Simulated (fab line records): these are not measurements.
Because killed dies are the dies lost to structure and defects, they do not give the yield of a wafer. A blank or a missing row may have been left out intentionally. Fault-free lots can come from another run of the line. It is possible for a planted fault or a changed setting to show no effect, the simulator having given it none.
fab line records | flow nandHarc
[record] lots = 24 wafers = 72 lastDay = 24
route steps=1159 shown P_ZERO_WELL@19 P_STI@85 P_GATE@142
lots that met no fault: taken from a fault-free run of the same line
startH: the number of hours between the record's first day and the start of the first shown wafer of the lot | waitH: how many hours have passed since the lot's step before this one | " the same as in the row above | L1.1+2: one row covering several wafers at once | - either no value or no given start | * or withheld: withheld | < > ~ a bound
route shown NAME@n: names a module that has steps shown in the file, with the first one's number in the route | usual: the fault-free wafers' mean and standard deviation | same: alike in all rows | chamber/n: place in a boat | sites: the reading at each site | _std_site: their standard deviation | _edge_site: the outer-site mean with the inner-site mean subtracted | radiusMm: how far each site lies from the wafer's centre | mask NAME#n: copy n | behind: the most recent tool/chamber to have shaped the wafer | hold: why the lot went on hold/how many hours it stayed there/how the hold came to an end | device: the n, p or np transistor that did not switch | end of line: tests of these same wafers at the route's end | for a step that has no rows: nothing shown but its recipe | killed: the dies lost at the first sort to structure and to defects; this is not the yield of the wafer | map: per-die view of a wafer (x killed, . not killed, _ where there is no die)
set.NAME: the setting the step ran with; set.NAME@STEP: the setting that earlier step ran with | model.NAME: the simulator's own value behind a step, which no gauge read
route steps across a sampled set of lots; one table per step, one row per wafer
services: the hour from which a tool's chamber was out of use, counted from the record's first day as startH (under 0 if before that day), plus the number of hours and why
[[steps]]
[step NHARC_P_ZERO_WELL_ETCH_63]
[recipe] targetDepthA = 1200 timeS = 40.1 hbrFlowSccm = 150 cl2FlowSccm = 50 rfW = 400 icpW = 400 biasW = 100 chemistry = HBr/Cl2
[usual] drypumpMotorCurrentA = 5.50/0.2 oesProductAu = 0.999/0.0083 throttleValvePct = 26.406/0.0094
// columns lot.wafer tool chamber startH waitH drypumpMotorCurrentA oesProductAu rfHoursCounterH throttleValvePct
L074.3 rieSi-02 0 13.76 - 5.48 0.995 1.3 26.409
L074.4 " 1 " " 5.32 0.988 1.2 26.414
L074.5 " 3 " " 5.39 0.995 - 26.404
L075.2 rieSi-03 3 19.53 - 5.48 0.998 0.5 26.396
L075.3 " 2 " " 5.68 0.997 0.4 26.398
L075.6 " 0 " " 5.51 0.994 - 26.418
L076.2 rieSi-02 0 25.66 - 5.49 0.988 1.4 26.401
L076.4 " 2 " " 5.17 0.991 1.2 26.425
L076.3 " 3 " " 5.43 0.992 1.3 26.403
L077.2 rieSi-05 1 31.70 - 5.73 0.994 0.9 26.411
L077.4 " 3 " " 5.43 0.998 0.9 26.400
L077.5 " 1 " " 5.76 1.004 - 26.410
L078.2 rieSi-03 1 37.70 - 5.22 1.014 0.6 26.400
L078.1 " 2 " " 5.69 1.003 0.6 26.419
L078.6 " 0 " " 5.50 1.007 - 26.393
L079.2 rieSi-02 3 43.65 - 5.42 0.996 0.0 26.389
L079.1 " 2 " " 5.16 1.000 0.0 26.387
L079.5 " 0 " " 5.49 1.000 - 26.408
L080.3 rieSi-03 2 49.67 - 5.68 0.992 0.6 26.402
L080.1 " 3 " " 5.48 0.986 0.7 26.403
L080.6 " 1 " " 5.22 0.997 - 26.399
L081.1 rieSi-03 1 55.68 - 5.22 1.004 0.7 26.396
L081.2 " 2 " " 5.69 0.998 0.7 26.405
L081.4 " 0 " " 5.51 0.990 - 26.413
L082.4 rieSi-05 3 61.67 - 5.44 0.992 1.3 26.409
L082.1 " 1 " " 5.73 1.011 1.2 26.413
L082.5 " 2 " " 5.79 1.002 - 26.400
L083.3 rieSi-02 1 67.68 - 5.29 1.001 0.2 26.393
L083.2 " 3 " " 5.43 1.020 0.3 26.403
L083.6 " 1 " " 5.30 1.010 - 26.412
L084.1 rieSi-05 0 73.65 - 5.67 0.993 0.0 26.388
L084.2 " 3 " " 5.44 0.989 0.0 26.392
L084.5 " 0 " " 5.67 0.990 - 26.405
L085.2 rieSi-02 2 79.66 - 5.17 1.004 0.3 26.394
L085.4 " 3 " " 5.46 1.016 0.4 26.412
L085.5 " 3 " " 5.47 1.019 - 26.404
L086.2 rieSi-05 2 85.58 - 5.81 0.995 0.2 26.381
L086.6 " 3 " " 5.43 0.982 - 26.422
L086.5 " 0 " " 5.67 0.994 - 26.402
L087.2 rieSi-05 3 91.54 - 5.45 0.993 0.2 26.399
L087.4 " 0 " " 5.67 1.000 0.2 26.415
L087.1 " 1 " " 5.78 1.003 0.2 26.417
L088.4 rieSi-02 0 97.69 - 5.49 1.005 0.5 26.413
L088.3 " 1 " " 5.34 0.997 0.4 26.401
L088.5 " 3 " " 5.40 1.014 - 26.385
L089.2 rieSi-02 1 103.69 - 5.34 0.987 0.5 26.390
L089.4 " 2 " " 5.16 1.000 0.6 26.399
L089.6 " 0 " " 5.47 0.993 - 26.410
L090.1 rieSi-03 0 109.69 - 5.50 0.987 1.4 26.393
L090.3 " 1 " " 5.21 1.016 1.3 26.412
L090.5 " 0 " " 5.51 1.002 - 26.416
L091.1 rieSi-05 2 115.66 - 5.82 0.994 0.3 26.415
L091.2 " 3 " " 5.45 1.008 0.4 26.410
L091.5 " 1 " " 5.72 1.009 - 26.427
L092.3 rieSi-03 2 121.65 - 5.68 0.998 1.3 26.405
L092.2 " 0 " " 5.50 0.995 1.5 26.397
L092.6 " 3 " " 5.49 0.986 - 26.411
L093.2 rieSi-05 3 127.66 - 5.45 1.001 0.6 26.416
L093.4 " 0 " " 5.68 0.988 0.5 26.413
L093.1 " 1 " " 5.73 1.009 0.4 26.411
L094.1 rieSi-05 3 133.67 - 5.45 1.001 0.7 26.411
L094.3 " 0 " " 5.68 0.995 0.6 26.419
L094.6 " 2 " " 5.75 0.992 - 26.413
L095.2 rieSi-02 1 139.64 - 5.28 0.988 0.8 26.405
L095.6 " 2 " " 5.17 1.006 - 26.410
L095.4 " 0 " " 5.48 1.002 - 26.408
L096.4 rieSi-05 2 145.79 - 5.79 0.982 0.7 26.404
L096.2 " 0 " " 5.69 1.003 0.6 26.409
L096.5 " 2 " " 5.77 1.002 - 26.401
L097.3 rieSi-05 2 151.59 - 5.77 1.005 0.8 26.404
L097.4 " 0 " " 5.67 0.985 0.7 26.399
L097.5 " 3 " " 5.43 1.000 - 26.411
[step NHARC_P_ZERO_WELL_RTA_42]
[recipe] tempC = 1100 timeS = 300
[usual] lampPowerPct = 38.55/0.21 lamp_zone_3_pct = 38.55/0.2 lamp_zone_5_pct = 38.55/0.2 wafer_temp_C_max = 1104.7/0.98
// columns lot.wafer tool chamber startH waitH lampPowerPct lamp_zone_3_pct lamp_zone_5_pct wafer_temp_C_max
L074.3 rtpAnneal-02 0 19.18 - 38.74 38.76 38.79 1105.0
L074.4 " 0 " " 38.78 38.74 38.74 1104.7
L074.5 " 0 " " 38.84 38.81 38.82 1106.4
L075.2 rtpAnneal-02 0 25.20 - 38.76 38.73 38.73 1104.1
L075.3 " 0 " " 38.76 38.77 38.67 1103.8
L075.6 " 0 " " 38.78 38.75 38.73 1105.7
L076.2 rtpAnneal-01 0 31.02 - 38.24 38.31 38.31 1105.2
L076.3 " 0 " " 38.31 38.39 38.28 1104.0
L076.4 " 0 " " 38.35 38.23 38.32 1104.4
L077.2 rtpAnneal-02 0 37.19 - 38.77 38.76 38.81 1103.7
L077.4 " 0 " " 38.74 38.83 38.77 1103.9
L077.5 " 0 " " 38.85 38.77 38.74 1106.1
L078.1 rtpAnneal-01 0 43.07 - 38.37 38.39 38.36 1103.6
L078.2 " 0 " " 38.39 38.43 38.37 1104.2
L078.6 " 0 " " 38.37 38.38 38.36 1104.8
L079.1 rtpAnneal-01 0 49.00 - 38.35 38.46 38.40 1104.2
L079.2 " 0 " " 38.39 38.35 38.41 1103.7
L079.5 " 0 " " 38.33 38.42 38.36 1103.9
L080.1 rtpAnneal-01 0 54.88 - 38.45 38.44 38.35 1104.7
L080.3 " 0 " " 38.42 38.35 38.47 1103.7
L080.6 " 0 " " 38.39 38.41 38.40 1104.0
L081.1 rtpAnneal-02 0 60.93 - 38.77 38.82 38.72 1104.4
L081.2 " 0 " " 38.79 38.78 38.87 1103.9
L081.4 " 0 " " 38.80 38.82 38.68 1103.4
L082.1 rtpAnneal-01 0 66.80 - 38.32 38.31 38.31 1104.7
L082.4 " 0 " " 38.39 38.37 38.33 1106.2
L082.5 " 0 " " 38.39 38.33 38.33 1103.4
L083.2 rtpAnneal-01 0 72.91 - 38.32 38.31 38.38 1104.9
L083.3 " 0 " " 38.34 38.37 38.37 1104.3
L083.6 " 0 " " 38.35 38.40 38.26 1104.6
L084.1 rtpAnneal-02 0 78.93 - 38.78 38.84 38.76 1105.3
L084.2 " 0 " " 38.81 38.78 38.72 1104.5
L084.5 " 0 " " 38.85 38.72 38.74 1104.6
L085.2 rtpAnneal-02 0 85.06 - 38.79 38.78 38.75 1103.1
L085.4 " 0 " " 38.80 38.78 38.80 1104.2
L085.5 " 0 " " 38.74 38.82 38.80 1103.7
L086.2 rtpAnneal-01 0 90.98 - 38.45 38.40 38.32 1104.2
L086.5 " 0 " " 38.37 38.33 38.37 1104.2
L086.6 " 0 " " 38.43 38.47 38.45 1104.0
L087.1 rtpAnneal-02 0 96.50 - 38.72 38.68 38.72 1106.0
L087.2 " 0 " " 38.70 38.71 38.68 1104.8
L087.4 " 0 " " 38.74 38.74 38.65 1105.7
L088.3 rtpAnneal-01 0 103.04 - 38.29 38.26 38.26 1104.7
L088.4 " 0 " " 38.25 38.35 38.30 1103.6
L088.5 " 0 " " 38.28 38.35 38.22 1105.4
L089.2 rtpAnneal-01 0 109.17 - 38.49 38.36 38.39 1104.5
L089.4 " 0 " " 38.41 38.44 38.43 1104.5
L089.6 " 0 " " 38.37 38.44 38.42 1105.5
L090.1 rtpAnneal-02 0 115.63 - 38.76 38.71 38.69 1103.7
L090.3 " 0 " " 38.75 38.70 38.67 1105.7
L090.5 " 0 " " 38.79 38.75 38.74 1104.6
L091.1 rtpAnneal-01 0 120.62 - 38.42 38.45 38.43 1105.0
L091.2 " 0 " " 38.40 38.41 38.45 1105.4
L091.5 " 0 " " 38.44 38.38 38.40 1104.3
L092.2 rtpAnneal-02 0 126.86 - 38.81 38.82 38.75 1105.1
L092.3 " 0 " " 38.80 38.73 38.77 1104.2
L092.6 " 0 " " 38.78 38.81 38.77 1104.4
L093.1 rtpAnneal-01 0 133.04 - 38.35 38.32 38.37 1105.2
L093.2 " 0 " " 38.28 38.27 38.30 1103.8
L093.4 " 0 " " 38.37 38.36 38.33 1104.6
L094.1 rtpAnneal-02 0 139.09 - 38.77 38.81 38.79 1103.6
L094.3 " 0 " " 38.88 38.78 38.74 1105.5
L094.6 " 0 " " 38.76 38.78 38.83 1104.1
L095.2 rtpAnneal-01 0 145.03 - 38.48 38.49 38.39 1104.6
L095.4 " 0 " " 38.39 38.39 38.48 1105.7
L095.6 " 0 " " 38.40 38.39 38.41 1105.1
L096.2 rtpAnneal-02 0 151.26 - 38.69 38.68 38.75 1104.2
L096.4 " 0 " " 38.67 38.73 38.82 1103.3
L096.5 " 0 " " 38.84 38.72 38.68 1105.2
L097.3 rtpAnneal-01 0 156.97 - 38.36 38.41 38.35 1103.1
L097.4 " 0 " " 38.42 38.42 38.37 1103.1
L097.5 " 0 " " 38.39 38.36 38.46 1103.0
[step NHARC_P_STI_INSPECT_11]
[usual] rawDefectCount = 5.3/2.7
// columns lot.wafer tool chamber startH waitH rawDefectCount
L074.3 defectInspect-01 - 37.74 0.0 4
L074.4 " - " " 4
L074.5 " - " " 5
L075.2 defectInspect-01 - 37.89 0.0 2
L075.3 " - " " 9
L075.6 " - " " 13
L076.2 defectInspect-02 - 48.94 0.0 8
L076.3 " - " " 5
L076.4 " - " " 6
L077.2 defectInspect-01 - 53.82 0.0 5
L077.4 " - " " 6
L077.5 " - " " 7
L078.1 defectInspect-01 - 60.23 0.0 6
L078.2 " - " " 6
L078.6 " - " " 5
L079.1 defectInspect-02 - 68.44 0.0 3
L079.2 " - " " 8
L079.5 " - " " 4
L080.1 defectInspect-02 - 68.60 0.0 1
L080.3 " - " " 3
L080.6 " - " " 2
L081.1 defectInspect-01 - 77.55 0.0 3
L081.2 " - " " 10
L081.4 " - " " 3
L082.1 defectInspect-01 - 82.93 0.0 2
L082.4 " - " " 9
L082.5 " - " " 5
L083.2 defectInspect-01 - 89.63 0.0 1
L083.3 " - " " 5
L083.6 " - " " 4
L084.1 defectInspect-02 - 98.40 0.0 3
L084.2 " - " " 4
L084.5 " - " " 1
L085.2 defectInspect-02 - 98.56 0.0 6
L085.4 " - " " 4
L085.5 " - " " 9
L086.2 defectInspect-02 - 108.38 0.0 8
L086.5 " - " " 10
L086.6 " - " " 7
L087.1 defectInspect-02 - 112.62 0.0 5
L087.2 " - " " 8
L087.4 " - " " 7
L088.3 defectInspect-01 - 120.53 0.0 4
L088.4 " - " " 4
L088.5 " - " " 3
L090.1 defectInspect-01 - 128.43 0.0 3
L090.3 " - " " 5
L090.5 " - " " 4
L089.2 defectInspect-02 - 128.60 0.0 6
L089.4 " - " " 7
L089.6 " - " " 6
L091.1 defectInspect-02 - 136.77 0.0 7
L091.2 " - " " 11
L091.5 " - " " 6
L092.2 defectInspect-01 - 142.89 0.0 3
L092.3 " - " " 11
L092.6 " - " " 6
L093.1 defectInspect-02 - 151.14 0.0 5
L093.2 " - " " 0
L093.4 " - " " 3
L094.1 defectInspect-01 - 155.22 0.0 5
L094.3 " - " " 3
L094.6 " - " " 6
L095.2 defectInspect-02 - 161.08 0.0 4
L095.4 " - " " 4
L095.6 " - " " 4
L096.2 defectInspect-02 - 168.07 0.0 8
L096.4 " - " " 3
L096.5 " - " " 6
L097.3 defectInspect-01 - 172.93 0.0 5
L097.4 " - " " 7
L097.5 " - " " 7
[step NHARC_P_GATE_OVL_MEAS_27]
[usual] overlayXNm = 0.0/0.92 overlayYNm = -0.1/0.68
// columns lot.wafer tool chamber startH waitH overlayXNm overlayYNm
L075.2 overlay-02 - 89.81 - 0.6 -0.3
L075.3 " - " " 0.7 0.2
L075.6 " - " " 0.2 0.1
L074.3 overlay-01 - 90.20 - -0.1 -0.8
L074.4 " - " " -0.1 -1.4
L074.5 " - " " -0.4 -1.2
L077.2 overlay-02 - 100.83 - 0.9 0.4
L077.4 " - " " 1.4 0.4
L077.5 " - " " 1.0 0.7
L076.2 overlay-01 - 100.99 - 0.7 -1.4
L076.3 " - " " 1.1 -1.3
L076.4 " - " " 1.0 -0.8
L080.1 overlay-01 - 119.59 - 0.1 -0.2
L080.3 " - " " 0.9 -0.2
L080.6 " - " " -0.1 -0.8
L079.1 overlay-01 - 120.37 - -1.0 -0.1
L079.2 " - " " -0.4 -0.2
L079.5 " - " " -0.5 0.4
L078.1 overlay-01 - 120.53 - -1.3 -0.2
L078.2 " - " " -0.9 0.0
L078.6 " - " " -0.8 -0.3
L081.1 overlay-01 - 132.08 - 1.0 -1.6
L081.2 " - " " 0.9 -1.8
L081.4 " - " " 1.3 -1.8
L082.1 overlay-01 - 136.86 - 0.0 0.2
L082.4 " - " " -0.4 0.0
L082.5 " - " " -0.9 0.3
L083.2 overlay-01 - 137.49 - -0.5 -0.2
L083.3 " - " " -0.9 -0.7
L083.6 " - " " -0.3 -0.3
L084.1 overlay-01 - 152.80 - -0.5 -0.3
L084.2 " - " " 0.1 -0.3
L084.5 " - " " 0.0 0.0
L085.2 overlay-02 - 153.36 - 0.3 1.2
L085.4 " - " " 0.4 0.8
L085.5 " - " " 1.0 0.8
L086.2 overlay-01 - 163.84 - -0.6 0.5
L086.5 " - " " -1.1 0.2
L086.6 " - " " -1.1 0.1
L087.1 overlay-01 - 164.48 - 1.3 -0.5
L087.2 " - " " 1.2 -0.6
L087.4 " - " " 1.0 -0.1
L088.3 overlay-01 - 164.77 - 1.7 0.5
L088.4 " - " " 1.7 -0.2
L088.5 " - " " 1.8 0.9
L090.1 overlay-01 - 182.56 - 0.8 -0.2
L090.3 " - " " 1.0 0.0
L090.5 " - " " 1.0 0.2
L089.2 overlay-02 - 182.93 - 0.0 -0.8
L089.4 " - " " -0.6 -1.0
L089.6 " - " " -0.4 -0.7
L091.1 overlay-02 - 191.24 - -0.1 1.1
L091.2 " - " " -0.1 1.0
L091.5 " - " " -0.3 0.8
L092.2 overlay-02 - 197.48 - -1.4 1.1
L092.3 " - " " -1.4 0.4
L092.6 " - " " -1.2 0.8
L094.1 overlay-01 - 206.23 - 1.5 0.4
L094.3 " - " " 1.4 0.3
L094.6 " - " " 1.7 0.7
L093.1 overlay-01 - 206.85 - -0.3 -1.1
L093.2 " - " " -1.0 -0.5
L093.4 " - " " -0.9 -0.8
L095.2 overlay-02 - 215.60 - 0.0 0.1
L095.4 " - " " -0.1 0.2
L095.6 " - " " -0.2 0.6
L096.2 overlay-01 - 219.79 - 0.4 0.0
L096.4 " - " " 0.3 -0.2
L096.5 " - " " 0.5 0.4
L097.3 overlay-02 - 230.53 - -1.6 0.0
L097.4 " - " " -2.0 0.1
L097.5 " - " " -2.1 0.2
[step NHARC_P_GATE_HM_OPEN_105]
[recipe] targetDepthA = 3600 o2FlowSccm = 400 cosFlowSccm = 20 arFlowSccm = 0 rfW = 500 biasW = 300 chemistry = O2/COS
[usual] drypumpMotorCurrentA = 5.9/0.4 oesProductAu = 1.000/0.011 rfVppV = 466.0/1.8 showerheadPlenumPTorr = 3.07/0.071 throttleValvePct = 28.330/0.0084
// columns lot.wafer tool chamber startH waitH drypumpMotorCurrentA oesProductAu rfHoursCounterH rfVppV showerheadPlenumPTorr throttleValvePct
L075.2 rieDiel-03 2 - - 5.6 1.020 14 463.8 2.99 28.323
L075.3 " 3 " " 5.3 1.005 15 465.9 3.09 28.318
L075.6 " 0 " " 6.5 1.007 - 463.5 2.96 28.330
L074.3 rieDiel-06 1 - - 5.7 1.013 4 465.5 3.11 28.331
L074.4 " 0 " " 6.0 1.011 4 464.8 3.05 28.327
L074.5 " 1 " " 5.7 1.019 - 467.0 3.11 28.316
L077.4 rieDiel-06 2 - - 6.5 0.988 4 467.3 3.10 28.325
L077.2 " 1 " " 5.7 1.007 6 467.0 3.10 28.330
L077.5 " 3 " " 5.7 1.001 - 469.4 3.20 28.316
L076.2 rieDiel-03 1 - - 6.0 0.990 16 465.6 3.03 28.323
L076.3 " 2 " " 5.6 1.010 16 462.9 2.99 28.321
L076.4 " 0 " " 6.5 1.009 18 463.8 2.96 28.324
L080.1 rieDiel-03 0 - - 6.5 1.003 22 463.4 2.96 28.326
L080.3 " 1 " " 6.0 0.999 20 465.0 3.03 28.324
L080.6 " 3 " " 5.3 1.002 - 467.6 3.09 28.330
L078.1 rieDiel-08 1 - - 5.9 1.007 62 466.5 3.05 28.329
L078.2 " 3 " " 5.5 0.989 65 465.4 3.06 28.344
L078.6 " 1 " " 5.9 1.006 - 465.2 3.05 28.336
L079.1 rieDiel-03 3 - - 5.3 0.998 23 467.0 3.09 28.343
L079.2 " 2 " " 5.5 1.025 19 464.0 2.99 28.339
L079.5 " 3 " " 5.3 0.996 - 466.2 3.09 28.327
L081.1 rieDiel-03 2 - - 5.6 1.017 27 463.9 2.99 28.322
L081.4 " 3 " " 5.3 1.011 31 465.4 3.08 28.327
L081.2 " 0 " " 6.5 1.002 30 463.5 2.95 28.329
L082.4 rieDiel-03 2 - - 5.5 1.004 28 464.8 2.99 28.348
L082.1 " 3 " " 5.3 1.003 33 466.7 3.08 28.320
L082.5 " 0 " " 6.5 1.008 - 464.1 2.95 28.323
L083.2 rieDiel-08 0 - - 6.2 0.993 2 463.9 2.97 28.324
L083.3 " 1 " " 5.9 1.011 1 464.1 3.05 28.327
L083.6 " 0 " " 6.3 0.988 - 463.2 2.97 28.325
L084.1 rieDiel-06 0 - - 5.9 1.001 14 466.1 3.05 28.321
L084.2 " 1 " " 5.7 1.006 12 467.6 3.10 28.324
L084.5 " 1 " " 5.7 0.997 - 466.8 3.10 28.326
L085.2 rieDiel-06 0 - - 5.9 1.011 15 465.7 3.05 28.329
L085.4 " 2 " " 6.6 0.984 13 467.3 3.09 28.325
L085.5 " 1 " " 5.7 1.000 - 467.3 3.10 28.332
L086.2 rieDiel-06 0 - - 6.0 1.014 17 465.8 3.05 28.329
L086.5 " 2 " " 6.6 0.991 - 466.2 3.09 28.326
L086.6 " 3 " " 5.7 1.011 - 468.6 3.20 28.344
L087.1 rieDiel-06 2 - - 6.5 0.991 16 466.5 3.09 28.346
L087.4 " 3 " " 5.7 0.998 16 468.1 3.20 28.325
L087.2 " 0 " " 5.9 1.012 17 465.4 3.05 28.326
L088.3 rieDiel-06 0 - - 5.9 1.015 17 466.1 3.05 28.335
L088.4 " 2 " " 6.5 0.992 16 466.9 3.09 28.320
L088.5 " 0 " " 5.9 1.012 - 465.2 3.05 28.329
L090.3 rieDiel-06 1 - - 5.7 0.999 18 467.6 3.10 28.323
L090.1 " 2 " " 6.6 0.979 19 465.6 3.09 28.341
L090.5 " 2 " " 6.5 0.991 - 465.6 3.09 28.333
L089.4 rieDiel-03 0 - - 6.5 1.001 50 463.0 2.95 28.327
L089.2 " 1 " " 6.0 1.011 45 465.4 3.02 28.330
L089.6 " 3 " " 5.3 1.011 - 466.6 3.07 28.332
L091.2 rieDiel-08 0 - - 6.2 0.995 18 464.1 2.97 28.342
L091.1 " 3 " " 5.6 0.979 19 466.8 3.05 28.323
L091.5 " 0 " " 6.3 0.990 - 463.5 2.97 28.326
L092.3 rieDiel-03 2 - - 5.6 1.016 51 464.2 2.98 28.313
L092.2 " 0 " " 6.5 1.008 56 462.7 2.94 28.339
L092.6 " 3 " " 5.3 1.009 - 465.7 3.07 28.332
L093.2 rieDiel-06 3 - - 5.7 0.980 26 468.8 3.19 28.340
L093.1 " 1 " " 5.7 0.997 24 465.8 3.10 28.336
L093.4 " 3 " " 5.7 0.985 - 467.1 3.19 28.330
L094.1 rieDiel-08 0 - - 6.2 0.989 25 464.2 2.96 28.346
L094.3 " 1 " " 5.9 1.009 26 465.1 3.04 28.332
L094.6 " 3 " " 5.6 0.986 - 466.1 3.05 28.322
L095.4 rieDiel-06 3 - - 5.7 0.989 27 468.5 3.19 28.346
L095.2 " 0 " " 5.9 1.006 25 467.0 3.04 28.327
L095.6 " 2 " " 6.5 0.992 - 468.7 3.09 28.331
L096.2 rieDiel-08 0 - - 6.2 0.997 31 462.9 2.96 28.340
L096.4 " 1 " " 5.9 1.013 31 464.2 3.04 28.330
L096.5 " 3 " " 5.6 1.001 - 466.0 3.05 28.341
L097.3 rieDiel-06 0 - - 6.0 1.001 27 465.1 3.04 28.336
L097.4 " 2 " " 6.6 0.986 28 466.0 3.08 28.327
L097.5 " 1 " " 5.7 1.005 - 466.4 3.09 28.339
[step NHARC_P_GATE_ETCHBACK_37]
[recipe] targetDepthA = 345 timeS = 17.2 chf3FlowSccm = 50 o2FlowSccm = 10 arFlowSccm = 200 rfW = 500 biasW = 200 chemistry = CHF3/O2
[usual] drypumpMotorCurrentA = 5.9/0.41 oesProductAu = 0.95/0.035 rfVppV = 369.8/1.6 showerheadPlenumPTorr = 2.37/0.059 throttleValvePct = 20.572/0.0088
// columns lot.wafer tool chamber startH waitH drypumpMotorCurrentA oesProductAu rfHoursCounterH rfVppV showerheadPlenumPTorr throttleValvePct
L075.3 rieDiel-03 3 - - 5.3 0.93 19 370.2 2.38 20.577
L075.2 " 1 " " 6.0 0.91 16 367.8 2.33 20.556
L075.6 " 3 " " 5.3 0.94 - 369.4 2.38 20.567
L074.3 rieDiel-08 2 - - 6.5 0.93 60 373.3 2.47 20.571
L074.4 " 1 " " 5.9 0.93 - 368.9 2.35 20.575
L074.5 " 3 " " 5.6 0.92 - 369.5 2.36 20.570
L077.4 rieDiel-06 2 - - 6.6 0.92 7 371.2 2.38 20.572
L077.2 " 3 " " 5.7 0.93 8 371.4 2.46 20.566
L077.5 " 3 " " 5.7 0.93 - 372.0 2.46 20.578
L076.2 rieDiel-03 3 - - 5.3 0.93 22 370.6 2.37 20.593
L076.3 " 0 " " 6.5 0.93 22 368.0 2.28 20.565
L076.4 " 0 " " 6.5 0.94 - 366.7 2.27 20.553
L080.1 rieDiel-06 3 - - 5.7 1.00 12 370.8 2.46 20.562
L080.3 " 0 " " 6.0 1.01 12 370.0 2.35 20.565
L080.6 " 0 " " 6.0 1.00 - 369.7 2.35 20.571
L078.1 rieDiel-06 0 - - 6.0 0.92 12 367.5 2.35 20.582
L078.2 " 2 " " 6.5 0.91 11 368.6 2.38 20.592
L078.6 " 0 " " 5.9 0.93 - 369.5 2.35 20.580
L079.2 rieDiel-06 0 - - 5.9 0.93 13 370.0 2.35 20.577
L079.1 " 2 " " 6.5 0.91 11 368.8 2.38 20.570
L079.5 " 3 " " 5.7 0.93 - 373.2 2.46 20.577
L081.1 rieDiel-06 3 - - 5.7 0.91 14 372.1 2.46 20.567
L081.2 " 0 " " 5.9 0.93 14 369.0 2.35 20.564
L081.4 " 1 " " 5.7 0.93 11 370.9 2.39 20.578
L082.1 rieDiel-06 2 - - 6.5 0.92 13 370.9 2.38 20.564
L082.4 " 3 " " 5.6 0.93 14 373.3 2.46 20.570
L082.5 " 3 " " 5.7 0.92 - 370.9 2.46 20.573
L083.3 rieDiel-03 1 - - 6.0 0.99 32 369.8 2.33 20.562
L083.2 " 2 " " 5.6 1.00 31 367.5 2.30 20.562
L083.6 " 1 " " 6.0 0.99 - 370.4 2.33 20.566
L084.1 rieDiel-08 2 - - 6.5 1.00 10 371.9 2.46 20.582
L084.2 " 0 " " 6.2 0.99 10 367.5 2.28 20.571
L084.5 " 2 " " 6.5 1.01 - 373.3 2.46 20.557
L085.2 rieDiel-06 1 - - 5.7 0.93 15 370.4 2.38 20.574
L085.4 " 3 " " 5.6 0.93 16 371.6 2.46 20.568
L085.5 " 1 " " 5.7 0.94 - 370.8 2.39 20.560
L086.2 rieDiel-06 1 - - 5.7 0.94 16 371.4 2.38 20.579
L086.6 " 2 " " 6.5 0.92 - 370.2 2.38 20.582
L086.5 " 3 " " 5.7 0.91 - 373.2 2.46 20.570
L087.4 rieDiel-06 3 - - 5.7 0.92 18 371.4 2.46 20.567
L087.2 " 0 " " 6.0 0.92 19 368.7 2.34 20.566
L087.1 " 1 " " 5.7 0.93 16 370.5 2.38 20.559
L088.4 rieDiel-06 2 - - 6.5 0.92 17 369.7 2.38 20.573
L088.3 " 3 " " 5.7 0.91 18 372.3 2.46 20.578
L088.5 " 3 " " 5.6 0.92 - 369.4 2.46 20.583
L090.1 rieDiel-08 1 - - 5.9 0.93 17 368.4 2.34 20.564
L090.3 " 3 " " 5.5 0.90 19 369.9 2.35 20.576
L090.5 " 1 " " 5.9 0.93 - 369.2 2.34 20.576
L089.2 rieDiel-06 0 - - 6.0 1.00 22 370.7 2.34 20.587
L089.4 " 0 " " 6.0 1.01 - 367.8 2.34 20.569
L089.6 " 3 " " 5.7 0.98 - 371.4 2.46 20.566
L091.1 rieDiel-08 0 - - 6.2 0.92 22 368.5 2.28 20.565
L091.2 " 3 " " 5.6 0.92 24 368.6 2.35 20.564
L091.5 " 1 " " 5.9 0.92 - 370.0 2.34 20.571
L092.3 rieDiel-03 3 - - 5.3 0.94 57 369.9 2.36 20.572
L092.2 " 0 " " 6.5 0.93 57 367.1 2.26 20.560
L092.6 " 3 " " 5.3 0.94 - 369.1 2.36 20.583
L093.4 rieDiel-06 2 - - 6.5 0.92 26 368.8 2.37 20.575
L093.1 " 3 " " 5.7 0.92 28 371.0 2.46 20.576
L093.2 " 0 " " 5.9 0.92 26 369.2 2.34 20.562
L094.3 rieDiel-06 1 - - 5.6 0.93 27 369.4 2.38 20.575
L094.1 " 3 " " 5.7 0.92 28 369.8 2.46 20.559
L094.6 " 2 " " 6.6 0.92 - 369.2 2.37 20.577
L095.2 rieDiel-03 3 - - 5.3 1.01 1 370.9 2.36 20.580
L095.4 " 0 " " 6.5 1.02 1 368.0 2.26 20.586
L095.6 " 2 " " 5.6 1.01 - 369.2 2.29 20.561
L096.2 rieDiel-03 3 - - 5.3 1.00 2 369.9 2.36 20.578
L096.4 " 1 " " 6.0 1.00 4 367.5 2.32 20.573
L096.5 " 3 " " 5.3 1.01 - 370.4 2.36 20.585
L097.3 rieDiel-03 2 - - 5.6 1.00 7 365.8 2.28 20.581
L097.4 " 1 " " 6.0 1.00 8 367.6 2.31 20.548
L097.5 " 2 " " 5.6 1.00 - 368.9 2.28 20.569
[[services]]
// columns tool chamber startH hours kind
rieDiel-08 0 -3.07 2.3 repair
rieDiel-08 1 -1.77 6.0 repair
rieDiel-06 2 1.14 12.2 repair
rieDiel-08 0 14.66 9.9 repair
rieDiel-08 - 34.49 0.4 repair
rieDiel-03 - 38.35 9.0 pm
rieSi-05 1 41.88 6.3 repair
rieDiel-06 2 46.33 20.0 repair
rieDiel-06 1 48.91 20.1 repair
rieSi-05 - 62.00 9.0 pm
rieDiel-06 - 64.22 9.0 pm
rieDiel-06 2 76.80 3.0 repair
rieDiel-03 2 109.62 5.1 repair
rieDiel-06 1 126.16 8.0 repair
rieSi-05 2 168.62 9.0 repair
rieDiel-03 - 187.98 0.3 repair
rieDiel-06 2 192.73 4.4 repair
rieDiel-03 - 198.59 8.3 repair
rieDiel-06 0 201.17 12.3 repair
rieDiel-06 - 213.30 0.8 repair
rieDiel-03 - 215.49 9.0 pm
rieDiel-06 2 235.22 12.8 repair
rieSi-05 - 239.00 9.0 pm
rieDiel-06 - 241.25 9.0 pm
[[key]]
fault none
